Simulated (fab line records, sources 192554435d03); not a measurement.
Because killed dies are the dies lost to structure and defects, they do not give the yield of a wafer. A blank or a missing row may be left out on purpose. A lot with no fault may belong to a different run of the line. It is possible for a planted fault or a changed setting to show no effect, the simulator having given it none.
2 desks, one fault :: flow n5 finfet :: each desk has only its own numbers; what lay behind them comes last

== AT THE TOOL OWNER'S DESK: rie diel-04 ==
The tool's own readings at N5_BEOL_M12_TRENCH_ETCH_34 (etches SiOC in C4F8/O2/Ar, target depth 318.95 nm, time 125.5 s): means of the sampled wafers that have a number, for each lot that ran on this tool. The brackets show how far a lot's mean lies from the usual mean; more than 4 standard deviations puts the lot out of limits, marked OUT.
Columns: A = drypump motor current A at N5_BEOL_M12_TRENCH_ETCH_34, usual 5.5 A; B = he outer torr at N5_BEOL_M12_TRENCH_ETCH_34, usual 30.00 Torr; C = oes product au at N5_BEOL_M12_TRENCH_ETCH_34, usual 0.81 a.u.; D = rf vpp V at N5_BEOL_M12_TRENCH_ETCH_34, usual 666 V; E = showerhead plenum p Torr at N5_BEOL_M12_TRENCH_ETCH_34, usual 3.44 Torr; F = throttle valve pct at N5_BEOL_M12_TRENCH_ETCH_34, usual 24.24 %
lot: L679
first seen here: day 12 08:12
A: 6.2
B: 30.00
C: 0.76
D: 667
E: 3.48
F: 24.39

lot: L685
first seen here: day 13 12:46
A: 5.8
B: 29.99
C: 0.78
D: 667
E: 3.52
F: 24.43

lot: L692
first seen here: day 15 19:16
A: 6.2
B: 30.00
C: 0.62
D: 664
E: 3.39
F: 24.73
This desk found nothing out of limits on any of the 3 lots.

== METROLOGY DESK ==
What the gauges read for every lot (on any tool): the sampled wafers with a number, averaged. The brackets show how far a lot's mean lies from the usual mean; more than 4 standard deviations puts the lot out of limits, marked OUT. Readings shown: 7 out of 38 (the first out of limits, and those lying furthest out on some lot).
Columns: A = DIBL_N at N5_BEOL_M4_RC_MEAS_101, usual 36.4 mV/V; B = trench depth nm at N5_BEOL_M12_OCD_MEAS_35, usual 322 nm; C = M12_THK at N5_BEOL_M12_THK_MEAS_50, usual 336 nm; D = M12_RS at N5_BEOL_M12_RS_MEAS_54, usual 0.0593 ohm/sq; E = COMB_M11 at N5_BEOL_M15_RC_MEAS_101, usual 1.4e-11 S/m; F = SERP_M12 at N5_BEOL_M15_RC_MEAS_101, usual 0.626 ohm/um; G = SERP_M12_max_site at N5_BEOL_M15_RC_MEAS_101, usual 0.639 ohm/um
lot: L679
first seen here: day 9 11:25
A: 34.2
B: 316
C: 327
D: 0.0606
E: 1.4e-11
F: 0.652
G: 0.663

lot: L684
first seen here: day 10 17:08
A: 38.0
B: 322
C: 334
D: 0.0593
E: 2.2e-11
F: 0.629
G: 0.641

lot: L685
first seen here: day 10 17:44
A: 36.9
B: 321
C: 335
D: 0.0596
E: 1.4e-11
F: 0.627
G: 0.640

lot: L692
first seen here: day 12 18:08
A: 37.8
B: 276 (-8.8) OUT
C: 288 (-7.7) OUT
D: 0.0721 (+12) OUT
E: 1.3e-11
F: 0.802 (+10) OUT
G: 0.824 (+10) OUT

lot: L696
first seen here: day 13 18:32
A: 35.0
B: 324
C: 337
D: 0.0587
E: 1.4e-11
F: 0.618
G: 0.628

lot: L700
first seen here: day 14 22:58
A: 36.5
B: 321
C: 336
D: 0.0595
E: 1.4e-11
F: 0.632
G: 0.645

lot: L701
first seen here: day 15 10:07
A: 31.8
B: 323
C: 338
D: 0.0591
E: 1.5e-11
F: 0.609
G: 0.617
This desk's verdict: out of limits on L692, starting with L692 at day 15 19:25 (trench depth nm at N5_BEOL_M12_OCD_MEAS_35). In limits: L679, L684, L685, L696, L700, L701.

== BROUGHT TOGETHER ==
L692 would have let the metrology desk raise an alarm at day 15 19:25.
The tool owner's desk saw nothing out of limits.
Tool owner's desk: L692 on record, inside its limits.
The lots listed all ran N5_BEOL_M12_TRENCH_ETCH_34 on rie diel-04.

== WHAT THE SIMULATOR HAD INSERTED ==
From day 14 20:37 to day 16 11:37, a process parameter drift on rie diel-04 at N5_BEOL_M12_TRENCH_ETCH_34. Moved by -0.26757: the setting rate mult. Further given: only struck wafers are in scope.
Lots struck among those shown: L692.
Hours from the fault's start to each desk's first reading out of limits: the metrology desk, 23.
